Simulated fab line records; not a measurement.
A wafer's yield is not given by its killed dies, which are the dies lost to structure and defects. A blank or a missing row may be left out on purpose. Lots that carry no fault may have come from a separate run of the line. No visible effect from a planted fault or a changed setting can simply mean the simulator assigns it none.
Which of the tools did it? | flow nand_harc | 36 wafers from 12 lots sampled at 4 of the route's 1302 steps

## WHAT THE GAUGES SHOWED, per wafer
NHARC_A_CONTACT_CD_MEAS_08 targets a cd of 200 nm. Usual: cd_nm at 200.1 nm, with a standard deviation of 0.54.
lot  | measured     | on        | cd_nm (nm)        | flag
L981 | day 22 15:49 | cd_sem-02 | 200.1 199.7 200.3 |
L980 | day 22 16:52 | cd_sem-03 | 199.6 200.0 199.8 |
L983 | day 24 00:20 | cd_sem-03 | 205.0 204.2 204.6 | OFF
L985 | day 24 19:18 | cd_sem-02 | 204.4 204.3 204.4 | OFF
L986 | day 25 21:13 | cd_sem-03 | 203.7 202.9 202.9 | OFF
L989 | day 25 21:43 | cd_sem-01 | 202.5 203.0 203.3 | OFF
L992 | day 27 06:45 | cd_sem-01 | 200.1 199.6 199.5 |
L997 | day 28 08:13 | cd_sem-01 | 200.2 200.6 200.3 |
L996 | day 28 13:13 | cd_sem-03 | 200.6 200.2 200.2 |
L998 | day 29 11:22 | cd_sem-02 | 201.0 200.6 200.8 |
L101 | day 30 11:19 | cd_sem-01 | 200.0 200.0 200.4 |
L103 | day 31 16:44 | cd_sem-03 | 200.9 200.6 200.7 |

## WHICH TOOL RAN EACH LOT (tool, then ch and the chambers of the sampled wafers, then the start)
lot  | NHARC_A_CONTACT_DEP_84        | NHARC_A_CONTACT_DEP_85          | NHARC_A_CONTACT_EXPOSE_05
L981 | acl_dep-02 ch 0, day 22 13:30 | pecvd-02 ch 0,1, day 22 15:14   | arfi_scanner-02 ch 0, day 22 15:40
L980 | acl_dep-01 ch 0, day 22 14:37 | pecvd-01 ch 0,2, day 22 16:04   | arfi_scanner-01 ch 0, day 22 16:44
L983 | acl_dep-02 ch 0, day 23 21:59 | pecvd-02 ch 0,2, day 23 23:44   | arfi_scanner-02 ch 0, day 24 00:12
L985 | acl_dep-02 ch 0, day 24 16:58 | pecvd-02 ch 0,1,2, day 24 18:43 | arfi_scanner-02 ch 0, day 24 19:10
L986 | acl_dep-02 ch 0, day 25 19:19 | pecvd-03 ch 0,1, day 25 20:29   | arfi_scanner-02 ch 0, day 25 21:05
L989 | acl_dep-03 ch 0, day 25 19:25 | pecvd-01 ch 0,2, day 25 21:08   | arfi_scanner-02 ch 0, day 25 21:34
L992 | acl_dep-03 ch 0, day 27 04:17 | pecvd-03 ch 0,1,2, day 27 06:04 | arfi_scanner-01 ch 0, day 27 06:37
L997 | acl_dep-03 ch 0, day 28 05:51 | pecvd-01 ch 0,1, day 28 07:37   | arfi_scanner-03 ch 0, day 28 08:05
L996 | acl_dep-02 ch 0, day 28 10:55 | pecvd-01 ch 0,2, day 28 12:39   | arfi_scanner-03 ch 0, day 28 13:05
L998 | acl_dep-01 ch 0, day 29 08:47 | pecvd-02 ch 0,1, day 29 10:34   | arfi_scanner-03 ch 0, day 29 11:14
L101 | acl_dep-01 ch 0, day 30 09:31 | pecvd-01 ch 0,1, day 30 10:46   | arfi_scanner-03 ch 0, day 30 11:10
L103 | acl_dep-02 ch 0, day 31 14:17 | pecvd-02 ch 0,1,2, day 31 16:01 | arfi_scanner-03 ch 0, day 31 16:36
- NHARC_A_CONTACT_DEP_84: deposits aC, target thk 2800 nm.
- NHARC_A_CONTACT_DEP_85: deposits SiON, target thk 60 nm.
- NHARC_A_CONTACT_EXPOSE_05: exposes mask A CC.

## WHAT THE TOOLS THEMSELVES READ (means of the sampled wafers that have a number; where no wafer has one, the mark that the record gives instead)
NHARC_A_CONTACT_DEP_84. Usual: throttle_valve_pct at 35.000 %, with a standard deviation of 0.0081.
lot  | tool       | throttle_valve_pct (%) | flag
L981 | acl_dep-02 | 34.994                 |
L980 | acl_dep-01 | 35.014                 |
L983 | acl_dep-02 | 35.000                 |
L985 | acl_dep-02 | 34.995                 |
L986 | acl_dep-02 | 34.999                 |
L989 | acl_dep-03 | 34.997                 |
L992 | acl_dep-03 | 35.006                 |
L997 | acl_dep-03 | 34.998                 |
L996 | acl_dep-02 | 35.002                 |
L998 | acl_dep-01 | 35.000                 |
L101 | acl_dep-01 | 34.993                 |
L103 | acl_dep-02 | 34.997                 |

NHARC_A_CONTACT_DEP_85. Usual: heater_power_w at 738 W, with a standard deviation of 75.
lot  | tool     | heater_power_w (W) | flag
L981 | pecvd-02 | 624                |
L980 | pecvd-01 | 732                |
L983 | pecvd-02 | 758                |
L985 | pecvd-02 | 687                |
L986 | pecvd-03 | 722                |
L989 | pecvd-01 | 741                |
L992 | pecvd-03 | 760                |
L997 | pecvd-01 | 733                |
L996 | pecvd-01 | 720                |
L998 | pecvd-02 | 654                |
L101 | pecvd-01 | 757                |
L103 | pecvd-02 | 700                |

NHARC_A_CONTACT_EXPOSE_05. Usual: exposure_dose_mJ_cm2 84.24, standard deviation 0.083; stage_vel_mm_s 499.95 mm/s, standard deviation 0.23.
lot  | tool            | exposure_dose_mJ_cm2 | stage_vel_mm_s (mm/s) | flag
L981 | arfi_scanner-02 | 84.17                | 500.11                |
L980 | arfi_scanner-01 | 84.28                | 499.72                |
L983 | arfi_scanner-02 | 90.03                | 500.00                | OFF
L985 | arfi_scanner-02 | 88.78                | 500.09                | OFF
L986 | arfi_scanner-02 | 87.89                | 499.85                | OFF
L989 | arfi_scanner-02 | 87.33                | 500.03                | OFF
L992 | arfi_scanner-01 | 84.22                | 499.91                |
L997 | arfi_scanner-03 | 84.23                | 499.63                |
L996 | arfi_scanner-03 | 84.34                | 499.89                |
L998 | arfi_scanner-03 | 84.24                | 500.04                |
L101 | arfi_scanner-03 | 84.10                | 499.99                |
L103 | arfi_scanner-03 | 84.20                | 500.28                |

## THE ANSWER, worked out from the rows above alone
Rule: a lot is off if the mean of its wafers that have a number lies more than 3 standard deviations from the usual mean. A lot without any number at a reading at which 4 lots or more have one is off too. The other lots that the step has rows for count as sound. First the gauges in route order, then the tools' own readings, where a lot's mean is used as printed above. At the first step where some lot is off, the reading lying furthest off is the one used; lots without a number count as furthest.
Off: L983, L985, L986, L989, at NHARC_A_CONTACT_CD_MEAS_08 (cd_nm).
A tool fits if, at a process step before that reading, it ran every lot that is off, and no sound lot after the first of them. Not tried: the gauges at NHARC_A_CONTACT_CD_MEAS_08; whatever is off there is also off at NHARC_A_CONTACT_EXPOSE_05, on other tools, and gauge error can't account for it. One candidate fits, namely arfi_scanner-02 at NHARC_A_CONTACT_EXPOSE_05. A fault onset in the window from L981 (day 22 15:40, its last sound lot) to L983 (day 24 00:12, its first lot off) fits.
On the lots that are off, the tool's own readings at NHARC_A_CONTACT_EXPOSE_05 differ by more than 5 times the standard deviation of the sound lots' means, which bears it out; exposure_dose_mJ_cm2 reads 88.51 there versus 84.22 on the sound lots.

## WHAT THE SIMULATOR PUT IN
Process parameter drift: arfi_scanner-02, from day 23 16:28 on, at NHARC_A_CONTACT_EXPOSE_05. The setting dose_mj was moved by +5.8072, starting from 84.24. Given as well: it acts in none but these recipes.
Shown lots that were struck: L983, L985, L986, L989. The rule given above showed the same thing.
